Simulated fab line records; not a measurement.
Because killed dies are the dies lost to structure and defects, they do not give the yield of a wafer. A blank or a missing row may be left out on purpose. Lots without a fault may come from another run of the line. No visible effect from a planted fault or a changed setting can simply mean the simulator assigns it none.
Matching of chambers ; flow n5_finfet ; N5_BEOL_M3_ALD_98 on ald_sin-02 has 4 sister chambers
The step deposits SiO2, target thk 2.5 nm, pulse time 1 s, co reactant pulse time 1 s. 8 wafers are shown with their chamber, then 11 later ones without.

== EACH WAFER AND ITS CHAMBER ==
wafer;chamber;heater_power_w (W);precursor_pulse_height_rel
L081.5;3;74;0.969
L085.1;0;74;1.017
L088.2;3;74;1.003
L088.4;1;84;0.988
L086.1;2;63;1.019
L086.5;1;86;1.016
L086.6;0;74;1.013
L095.3;2;63;1.022

== WAFERS WITHOUT THEIR CHAMBER ==
wafer;heater_power_w (W);precursor_pulse_height_rel
L095.5;61;0.995
L095.6;73;1.015
L096.1;64;1.006
L096.5;85;0.983
L096.6;73;0.978
L089.3;73;1.025
L089.4;84;0.991
L089.6;74;1.026
L090.2;62;0.992
L090.4;76;1.003
L090.5;73;0.991

== WHICH CHAMBER EACH ONE RAN IN ==
wafer;from the rows above;in truth
L095.5;2;2
L095.6;can't be placed: 0 or 3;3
L096.1;2;2
L096.5;1;1
L096.6;can't be placed: 3 or 0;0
L089.3;can't be placed: 0 or 3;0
L089.4;1;1
L089.6;can't be placed: 0 or 3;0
L090.2;2;2
L090.4;can't be placed: 0 or 3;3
L090.5;can't be placed: 3 or 0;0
5 of 11 placed correctly. Not placeable from these rows: 6 (in 6, the candidates include the true chamber). Placed wrongly: 0.
How it was worked out, from the rows above alone: a wafer's distance from a chamber is the root of the sum, over the readings, of the square of ((its reading less the chamber's mean) divided by the reading's scatter). The wafer belongs to the nearest chamber; if the next one is less than 2 further off, it can't be placed. A chamber's mean is the mean of its shown wafers. The scatter: the root of (the sum of the squares of (reading less its chamber's mean) over the shown wafers, divided by (wafers less chambers)).
